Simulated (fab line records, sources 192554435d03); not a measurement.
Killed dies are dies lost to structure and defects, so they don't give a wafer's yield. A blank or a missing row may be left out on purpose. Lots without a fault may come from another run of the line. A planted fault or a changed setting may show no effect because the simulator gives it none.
Chamber matching | flow n5_finfet | N5_BEOL_M12_ETCH_38 on rie_diel-06: 4 sister chambers
The step etches SiCN in CF4/N2, target depth 68.7 nm, time 73.4 s. 8 wafers are shown with their chamber, then 8 later ones without.

WAFERS WITH THEIR CHAMBER
wafer  | chamber | throttle_valve_pct (%) | oes_product_au (a.u.)
L080.3 | 3       | 15.45                  | 0.81
L080.4 | 0       | 15.18                  | 0.91
L080.5 | 3       | 15.46                  | 0.81
L082.5 | 0       | 15.19                  | 0.91
L088.4 | 2       | 15.78                  | 0.69
L088.5 | 2       | 15.80                  | 0.69
L088.6 | 1       | 15.65                  | 0.82
L085.1 | 1       | 15.64                  | 0.83

WAFERS WITHOUT THEIR CHAMBER
wafer  | throttle_valve_pct (%) | oes_product_au (a.u.)
L085.4 | 15.48                  | 0.80
L085.5 | 15.67                  | 0.83
L087.1 | 15.65                  | 0.82
L087.5 | 15.52                  | 0.79
L087.6 | 15.81                  | 0.69
L094.1 | 15.52                  | 0.78
L094.4 | 15.27                  | 0.86
L094.5 | 15.82                  | 0.68

WHICH CHAMBER EACH WENT THROUGH
wafer  | from the rows above | in truth
L085.4 | 3                   | 3
L085.5 | 1                   | 1
L087.1 | 1                   | 1
L087.5 | 3                   | 3
L087.6 | 2                   | 2
L094.1 | 3                   | 3
L094.4 | 0                   | 0
L094.5 | 2                   | 2
Placed correctly: 8 of 8. Can't be placed from these rows: 0. Placed wrongly: 0.
How it was worked out, from the rows above alone: a wafer's distance from a chamber is the root of the sum, over the readings, of the square of ((its reading less the chamber's mean) divided by the reading's scatter). The wafer belongs to the nearest chamber; if the next one is less than 2 further off, it can't be placed. A chamber's mean is the mean of its shown wafers. The scatter: the root of (the sum of the squares of (reading less its chamber's mean) over the shown wafers, divided by (wafers less chambers)).
